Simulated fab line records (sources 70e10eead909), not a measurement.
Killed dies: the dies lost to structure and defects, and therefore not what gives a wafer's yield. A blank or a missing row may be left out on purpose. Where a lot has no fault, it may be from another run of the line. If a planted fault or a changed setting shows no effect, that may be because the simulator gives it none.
fab line records -- flow nand_harc
[record] lots = 12, wafers = 36, last_day = 26
route steps=1159 shown P_M2@341 HYBRID_BOND@1094 THIN_TSV@1118 END@1159
lots that met no fault: taken from a fault-free run of the same line
start_h: start of the lot's first displayed wafer, in hours after the record's first day -- wait_h: how many hours have passed since the lot's step before this one -- " unchanged from the row above -- L1.1+2: a single row standing in for several wafers -- - no value, or no start was given -- * or withheld: withheld -- < > ~ a bound
route shown NAME@n: NAME is a module with steps in the file, n the number in the route of the first one -- usual: mean and standard deviation over wafers with no fault -- same: alike in all rows -- chamber/n: place in a boat -- sites: per-site readings -- _std_site: standard deviation of those values -- _edge_site: mean of outer sites minus mean of inner sites -- radius_mm: for every site, how far away it sits from the centre of the wafer -- mask NAME#n: copy n -- behind: the last tool/chamber to shape the wafer -- hold: reason for holding the lot/hours on hold/outcome of the hold -- device: the n, p or np transistor that did not switch -- end of line: tests of these same wafers at the route's end -- a step without rows: its recipe alone -- killed: count of dies lost to structure and defects at first sort (not the wafer's yield) -- map: dies across one wafer; x = killed, . = not, _ = none there
set.NAME: the setting that was run; set.NAME@STEP: the one run at that earlier step -- model.NAME: the simulator's own value behind a step, which no gauge read
steps of the route over a sample of lots; a table a step, a row a wafer
services: when a tool's chamber went out of use (start_h, in hours from the record's first day, below 0 if earlier), for how many hours, and the reason
[[steps]]
[step NHARC_P_M2_PVD_21]
[recipe] target_thk_a = 300, chamber_pressure_pa = 5, power_w = 5000, substrate_temp_c = 30, time_s = 20.49, material = Cu
[usual] throttle_valve_pct = 29.9/0.83
lot.wafer,tool,chamber,start_h,wait_h,throttle_valve_pct
L408.1,pvd_sputter-02,-,115.71,-,30.7
L408.5,pvd_sputter-02,-,115.71,-,29.2
L408.6,pvd_sputter-02,-,115.71,-,30.6
L409.2,pvd_sputter-01,-,137.45,-,28.5
L409.3,pvd_sputter-01,-,137.45,-,30.4
L409.6,pvd_sputter-01,-,137.45,-,28.4
L410.4,pvd_sputter-01,-,138.71,-,29.4
L410.3,pvd_sputter-01,-,138.71,-,30.9
L410.1,pvd_sputter-01,-,138.71,-,28.4
L411.4,pvd_sputter-01,-,141.35,-,29.2
L411.1,pvd_sputter-01,-,141.35,-,28.2
L411.6,pvd_sputter-01,-,141.35,-,30.7
L412.1,pvd_sputter-03,-,147.15,-,30.1
L412.4,pvd_sputter-03,-,147.15,-,29.0
L412.5,pvd_sputter-03,-,147.15,-,31.2
L413.4,pvd_sputter-01,-,154.45,-,30.5
L413.6,pvd_sputter-01,-,154.45,-,30.8
L413.5,pvd_sputter-01,-,154.45,-,28.3
L414.1,pvd_sputter-02,-,168.35,-,30.3
L414.2,pvd_sputter-02,-,168.35,-,29.1
L414.4,pvd_sputter-02,-,168.35,-,30.9
L415.4,pvd_sputter-02,-,171.11,-,29.2
L415.3,pvd_sputter-02,-,171.11,-,30.5
L415.2,pvd_sputter-02,-,171.11,-,30.3
L417.3,pvd_sputter-02,-,179.19,-,30.5
L417.5,pvd_sputter-02,-,179.19,-,30.2
L417.6,pvd_sputter-02,-,179.19,-,29.4
L423.3,pvd_sputter-02,-,230.03,-,29.5
L423.2,pvd_sputter-02,-,230.03,-,29.3
L423.6,pvd_sputter-02,-,230.03,-,29.8
L426.2,pvd_sputter-02,-,233.02,-,29.8
L426.5,pvd_sputter-02,-,233.02,-,30.0
L426.6,pvd_sputter-02,-,233.02,-,29.1
L431.4,pvd_sputter-03,-,271.96,-,29.1
L431.3,pvd_sputter-03,-,271.96,-,31.2
L431.6,pvd_sputter-03,-,271.96,-,29.0
[step NHARC_HYBRID_BOND_ACTIVATE_00]
[recipe] time_s = 60, n2_flow_sccm = 200, ar_flow_sccm = 0, bias_power_w = 0, chemistry = N2
[usual] drypump_motor_current_A = 5.36/0.28, oes_product_au = 0.998/0.0081, rf_vpp_V = 64.1/0.9, showerhead_plenum_p_Torr = 1.79/0.07
[same] time_s = 60
lot.wafer,tool,chamber,start_h,wait_h,drypump_motor_current_A,oes_product_au,rf_hours_counter_h,rf_vpp_V,showerhead_plenum_p_Torr
L408.1,rie_diel-09,1,441.28,0.1,5.43,1.015,0,62.6,1.90
L408.5,rie_diel-09,1,441.28,0.1,5.38,0.999,-,64.2,1.90
L408.6,rie_diel-09,2,441.28,0.1,5.29,1.006,-,65.4,1.77
L409.2,rie_diel-08,0,447.19,0.1,5.31,0.986,13,63.6,1.74
L409.3,rie_diel-08,1,447.19,0.1,5.15,1.004,13,65.8,1.80
L409.6,rie_diel-08,2,447.19,0.1,5.89,1.000,-,66.2,1.89
L410.4,rie_diel-08,0,449.28,0.1,5.30,0.998,14,64.1,1.74
L410.1,rie_diel-08,1,449.28,0.1,5.16,1.007,13,63.9,1.80
L410.3,rie_diel-08,2,449.28,0.1,5.90,0.988,10,63.8,1.89
L411.1,rie_diel-08,1,453.60,0.1,5.16,0.996,14,64.1,1.80
L411.4,rie_diel-08,3,453.60,0.1,5.49,0.990,14,63.9,1.82
L411.6,rie_diel-08,2,453.60,0.1,5.92,1.004,-,64.4,1.89
L413.4,rie_diel-11,3,473.87,0.1,5.72,1.008,30,64.0,1.71
L413.5,rie_diel-11,3,473.87,0.1,5.72,1.001,-,63.8,1.71
L413.6,rie_diel-11,0,473.87,0.1,5.50,0.996,-,62.8,1.64
L412.4,rie_diel-09,3,480.01,0.1,5.25,1.000,10,63.0,1.76
L412.1,rie_diel-09,0,480.01,0.1,4.79,0.992,11,64.7,1.66
L412.5,rie_diel-09,3,480.01,0.1,5.24,0.996,-,63.6,1.76
L417.3,rie_diel-08,2,527.39,0.1,5.91,0.985,4,66.4,1.89
L417.5,rie_diel-08,2,527.39,0.1,5.91,1.009,-,65.3,1.88
L417.6,rie_diel-08,3,527.39,0.1,5.49,1.002,-,65.2,1.82
L414.1,rie_diel-09,3,536.93,0.1,5.25,1.002,29,64.7,1.76
L414.2,rie_diel-09,1,536.93,0.1,5.38,1.001,27,64.6,1.89
L414.4,rie_diel-09,1,536.93,0.1,5.39,1.007,-,64.7,1.89
L415.3,rie_diel-08,1,558.63,0.1,5.15,0.992,7,63.7,1.80
L415.2,rie_diel-08,2,558.63,0.1,5.91,0.990,7,63.5,1.88
L415.4,rie_diel-08,3,558.63,0.1,5.46,0.989,5,65.0,1.82
L423.3,rie_diel-09,2,571.23,0.1,5.28,0.999,41,63.6,1.76
L423.6,rie_diel-09,2,571.23,0.1,5.27,1.001,-,63.9,1.76
L426.2,rie_diel-08,2,576.46,0.1,5.89,0.988,10,65.6,1.88
L426.5,rie_diel-08,0,576.46,0.1,5.30,0.985,-,63.3,1.74
L431.3,rie_diel-09,0,584.47,0.1,4.81,1.007,42,63.3,1.65
L431.4,rie_diel-09,1,584.47,0.1,5.37,1.008,50,65.7,1.89
L431.6,rie_diel-09,2,584.47,0.1,5.27,1.005,-,63.9,1.75
[step NHARC_THIN_TSV_DESCUM_14]
[recipe] time_s = 3, o2_flow_sccm = 200, ar_flow_sccm = 0, bias_power_w = 0, chemistry = O2
[usual] drypump_motor_current_A = 5.6/0.38, oes_product_au = 1.001/0.0077, rf_vpp_V = 57.8/0.88, showerhead_plenum_p_Torr = 1.92/0.087, throttle_valve_pct = 11.311/0.0087
[same] time_s = 3
lot.wafer,tool,chamber,start_h,wait_h,drypump_motor_current_A,oes_product_au,rf_hours_counter_h,rf_vpp_V,showerhead_plenum_p_Torr,throttle_valve_pct
L408.1,rie_diel-02,3,454.16,-,5.5,1.007,8,58.9,1.87,11.306
L408.6,rie_diel-02,1,454.16,-,5.5,1.013,-,58.5,2.05,11.310
L408.5,rie_diel-02,2,454.16,-,5.9,1.000,-,58.7,2.06,11.307
L410.4,rie_diel-02,3,460.27,-,5.5,0.995,9,57.2,1.87,11.308
L410.1,rie_diel-02,0,460.27,-,6.0,1.008,8,57.2,1.87,11.316
L410.3,rie_diel-02,2,460.27,-,5.9,0.999,8,58.7,2.06,11.312
L409.3,rie_diel-06,2,461.62,-,5.6,0.991,2,58.4,1.90,11.304
L409.2,rie_diel-06,3,461.62,-,5.2,1.000,3,57.8,2.04,11.318
L409.6,rie_diel-06,1,461.62,-,6.1,1.004,-,59.2,2.05,11.324
L411.1,rie_diel-05,1,468.43,-,6.2,0.998,6,56.7,1.89,11.287
L411.4,rie_diel-05,3,468.43,-,5.2,1.009,6,57.3,1.93,11.306
L411.6,rie_diel-05,1,468.43,-,6.2,1.001,-,58.2,1.89,11.307
L413.4,rie_diel-05,3,486.45,-,5.2,1.016,8,59.5,1.93,11.320
L413.6,rie_diel-05,0,486.45,-,5.1,1.003,-,57.3,1.89,11.311
L413.5,rie_diel-05,1,486.45,-,6.2,1.008,-,56.2,1.89,11.308
L412.1,rie_diel-06,0,494.65,-,5.8,1.000,6,58.5,1.77,11.317
L412.4,rie_diel-06,2,494.65,-,5.6,1.002,6,57.7,1.90,11.312
L412.5,rie_diel-06,0,494.65,-,5.8,0.996,-,56.0,1.77,11.327
L417.3,rie_diel-05,1,541.10,-,6.2,0.988,0,56.3,1.89,11.308
L417.5,rie_diel-05,2,541.10,-,5.1,0.986,-,57.8,1.81,11.319
L417.6,rie_diel-05,3,541.10,-,5.2,0.993,-,58.2,1.93,11.305
L414.2,rie_diel-05,2,549.18,-,5.1,0.988,1,57.1,1.81,11.328
L414.4,rie_diel-05,3,549.18,-,5.2,0.996,1,56.2,1.93,11.309
L414.1,rie_diel-05,1,549.18,-,6.2,0.979,1,57.4,1.89,11.314
L415.3,rie_diel-06,2,571.26,-,5.6,0.995,14,58.0,1.90,11.303
L415.2,rie_diel-06,3,571.26,-,5.1,1.006,14,59.2,2.03,11.326
L415.4,rie_diel-06,0,571.26,-,5.7,0.998,14,58.0,1.77,11.307
L423.3,rie_diel-02,0,583.74,-,6.0,0.995,4,58.2,1.87,11.301
L423.6,rie_diel-02,0,583.74,-,6.0,1.001,-,57.3,1.87,11.290
L426.2,rie_diel-02,3,590.38,-,5.5,1.001,4,57.4,1.87,11.323
L426.5,rie_diel-02,2,590.38,-,5.9,1.005,-,58.0,2.05,11.307
L431.3,rie_diel-06,2,595.25,-,5.6,0.999,16,57.9,1.90,11.313
L431.4,rie_diel-06,3,595.25,-,5.2,1.003,17,56.4,2.03,11.297
L431.6,rie_diel-06,0,595.25,-,5.8,0.990,-,57.4,1.77,11.322
[step NHARC_THIN_TSV_DEGAS_49]
[recipe] temp_c = 300, time_s = 120
[usual] heater_power_w = 479/39
[same] time_s = 120
lot.wafer,tool,chamber,start_h,wait_h,heater_power_w
L408.1,pvd_sputter-01,-,457.01,0.2,468
L408.5,pvd_sputter-01,-,457.01,0.2,480
L408.6,pvd_sputter-01,-,457.01,0.2,506
L410.3,pvd_sputter-02,-,463.75,0.1,447
L410.4,pvd_sputter-02,-,463.75,0.1,463
L410.1,pvd_sputter-02,-,463.75,0.1,479
L409.3,pvd_sputter-02,-,464.36,0.1,554
L409.2,pvd_sputter-02,-,464.36,0.1,463
L409.6,pvd_sputter-02,-,464.36,0.1,491
L411.4,pvd_sputter-01,-,471.32,0.1,518
L411.1,pvd_sputter-01,-,471.32,0.1,468
L411.6,pvd_sputter-01,-,471.32,0.1,466
L413.4,pvd_sputter-01,-,489.31,0.1,473
L413.6,pvd_sputter-01,-,489.31,0.1,524
L413.5,pvd_sputter-01,-,489.31,0.1,472
L412.4,pvd_sputter-01,-,497.27,0.1,534
L412.1,pvd_sputter-01,-,497.27,0.1,457
L412.5,pvd_sputter-01,-,497.27,0.1,525
L417.3,pvd_sputter-02,-,544.97,0.1,547
L417.6,pvd_sputter-02,-,544.97,0.1,490
L417.5,pvd_sputter-02,-,544.97,0.1,437
L414.4,pvd_sputter-03,-,551.81,0.1,432
L414.1,pvd_sputter-03,-,551.81,0.1,411
L414.2,pvd_sputter-03,-,551.81,0.1,485
L415.4,pvd_sputter-01,-,573.88,0.1,478
L415.3,pvd_sputter-01,-,573.88,0.1,489
L415.2,pvd_sputter-01,-,573.88,0.1,481
L423.3,pvd_sputter-01,-,586.57,0.1,485
L423.6,pvd_sputter-01,-,586.57,0.1,526
L426.2,pvd_sputter-02,-,592.98,0.1,530
L426.5,pvd_sputter-02,-,592.98,0.1,438
L431.3,pvd_sputter-03,-,598.12,0.1,440
L431.4,pvd_sputter-03,-,598.12,0.1,486
L431.6,pvd_sputter-03,-,598.12,0.1,438
[step NHARC_END_SORT_01]
[recipe] temp_c = 25
[usual] defect_limited_yield = 95.4/1.6, killed_at_array = 28/11, killed_at_other = 0.9/1.2, killed_at_periphery = 2.6/2.1, killed_dies = 31/11, killed_open = 3.1/1.7, killed_short = 1.9/1.3, sort_bin_2_pct = 1.5/0.64, sort_bin_3_pct = 0.26/0.21, sort_bin_4_pct = 2.9/1.1, sort_n_pass = 646/11, sort_rim_yield_pct = 96.4/2.3, sort_yield_pct = 95.4/1.6
[same] gross_dies = 677, sort_bin_5_pct[%] = 0, sort_bin_6_pct[%] = 0, sort_bin_7_pct[%] = 0, sort_bin_8_pct[%] = 0, sort_rim_n_gross = 106.00
lot.wafer,tool,chamber,start_h,wait_h,defect_limited_yield[%],killed_at_array,killed_at_other,killed_at_periphery,killed_dies,killed_open,killed_short,sort_bin_2_pct[%],sort_bin_3_pct[%],sort_bin_4_pct[%],sort_n_pass,sort_rim_yield_pct[%],sort_yield_pct[%]
L423.2,prober-02,0,599.20,2.8,0,23,3,651,677,2,0,97.3,0.44,2.2,0,0,0
L423.3,prober-02,0,600.00,3.1,97.0,14,4,2,20,5,1,0.9,0,2.1,657,98.1,97.0
L423.6,prober-02,0,602.37,4.0,95.1,30,3,0,33,3,0,1.5,0.30,3.1,644,97.2,95.1
L426.2,prober-02,0,614.72,2.8,93.5,42,0,2,44,5,3,1.9,0,4.6,633,94.3,93.5
L426.5,prober-02,0,617.12,3.7,94.2,34,0,5,39,6,1,2.1,0.30,3.4,638,98.1,94.2
L426.6,prober-02,0,617.91,4.0,0,28,1,648,677,3,2,97.2,0.30,2.5,0,0,0
// killed by level:class
L423.2 P_M2:area_pvd=651 A_SLIT:chamber_film_flake=12 A_CHANNEL_HOLE_D1:chamber_film_flake=5 A_CONTACT:chamber_film_flake=3 THIN_TSV:chamber_film_flake=3 A_ONON_D1:geometric_particle:open=1 A_M0:geometric_particle:open=1 A_STAIRCASE:chamber_film_flake=1
L423.3 A_SLIT:chamber_film_flake=6 THIN_TSV:chamber_film_flake=4 A_WL_FILL:geometric_particle:open=2 A_STAIRCASE:chamber_film_flake=2 P_GATE:geometric_particle:open=1 A_CHANNEL_FILL_D1:geometric_particle:short=1 A_CHANNEL_FILL_D1:geometric_particle:open=1 A_CONTACT:geometric_particle:open=1
L423.6 A_SLIT:chamber_film_flake=12 A_CHANNEL_HOLE_D1:chamber_film_flake=7 A_CONTACT:chamber_film_flake=6 THIN_TSV:chamber_film_flake=3 A_BLC:geometric_particle:open=2 A_STAIRCASE:chamber_film_flake=2 A_CONTACT:geometric_particle:open=1
L426.2 A_CHANNEL_HOLE_D1:chamber_film_flake=24 A_CONTACT:chamber_film_flake=11 P_CONTACT:geometric_particle:short=1 P_CONTACT:geometric_particle:open=1 A_ONON_D1:geometric_particle:open=1 A_CHANNEL_FILL_D1:geometric_particle:short=1 A_CHANNEL_FILL_D1:geometric_particle:open=1 A_WL_FILL:geometric_particle:short=1
L426.5 A_CHANNEL_HOLE_D1:chamber_film_flake=21 A_CONTACT:chamber_film_flake=8 A_CONTACT:geometric_particle:open=2 P_GATE:geometric_particle:open=1 P_CONTACT:geometric_particle:open=1 P_M0:geometric_particle:open=1 A_CHANNEL_HOLE_D1:geometric_particle:open=1 A_CONTACT:geometric_particle:short=1
L426.6 P_M2:area_pvd=648 A_CHANNEL_HOLE_D1:chamber_film_flake=20 A_CONTACT:chamber_film_flake=3 A_M0:geometric_particle:short=2 A_SOURCE_PLATE:geometric_particle:open=1 A_WL_FILL:geometric_particle:open=1 STARTING-WAFER:geometric_particle:open=1 A_BONDPAD:chamber_film_flake=1
[[services]]
tool,chamber,start_h,hours,kind
rie_diel-08,3,96.93,9.8,repair
pvd_sputter-01,-,124.79,1.1,repair
rie_diel-08,-,124.84,9.0,pm
pvd_sputter-02,-,140.30,20.0,repair
pvd_sputter-01,-,158.00,10.0,pm
rie_diel-08,-,159.65,0.1,repair
pvd_sputter-02,-,214.00,10.0,pm
pvd_sputter-02,-,246.93,1.6,repair
rie_diel-08,2,258.79,7.1,repair
rie_diel-08,1,301.77,1.6,repair
rie_diel-08,-,301.86,9.0,pm
pvd_sputter-01,-,318.74,12.3,repair
pvd_sputter-01,-,336.00,10.0,pm
pvd_sputter-02,-,392.00,10.0,pm
rie_diel-08,2,401.72,3.4,repair
pvd_sputter-01,-,404.17,4.2,repair
rie_diel-08,0,414.21,6.2,repair
pvd_sputter-01,-,463.54,1.1,repair
rie_diel-08,0,468.54,10.0,repair
pvd_sputter-01,-,514.00,10.0,pm
pvd_sputter-02,-,537.91,0.5,repair
pvd_sputter-01,-,548.86,7.2,repair
pvd_sputter-02,-,551.57,0.5,repair
pvd_sputter-02,-,570.00,10.0,pm
[[key]]
[first_sign] step = NHARC_END_SORT_01, reading = killed_at_periphery, direction = up, sigmas = 99+, usual = 2.6, struck = 649.5
[effect] step = NHARC_END_SORT_01, reading = sort_bin_2_pct, direction = up, sigmas = 99+, usual = 1.5, struck = 97.3
[more_kills_born_at] NHARC_P_M2_PVD_21@pvd_sputter-02 = 1299
met_at NHARC_P_M2_PVD_21
struck_lots L423,L426
struck_wafers L423.2,L426.6
later_rows_left_out L423.2,L426.6
not_acting_at NHARC_HYBRID_BOND_ACTIVATE_00,NHARC_THIN_TSV_DESCUM_14,NHARC_THIN_TSV_DEGAS_49
onset_between 179.19 230.03
[fault] kind = process_parameter_drift, tool = pvd_sputter-02, chamber = -, onset_h = 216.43, steps = NHARC_P_M2_PVD_21, channel = target_thk_a, offset = *, shape = step, end_h = 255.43, acts_in = *, stated = *, scope = struck_wafers_only
// later_rows_left_out: the simulator's readings of these wafers behind a module that went badly wrong aren't trusted and aren't shown, but for the sort
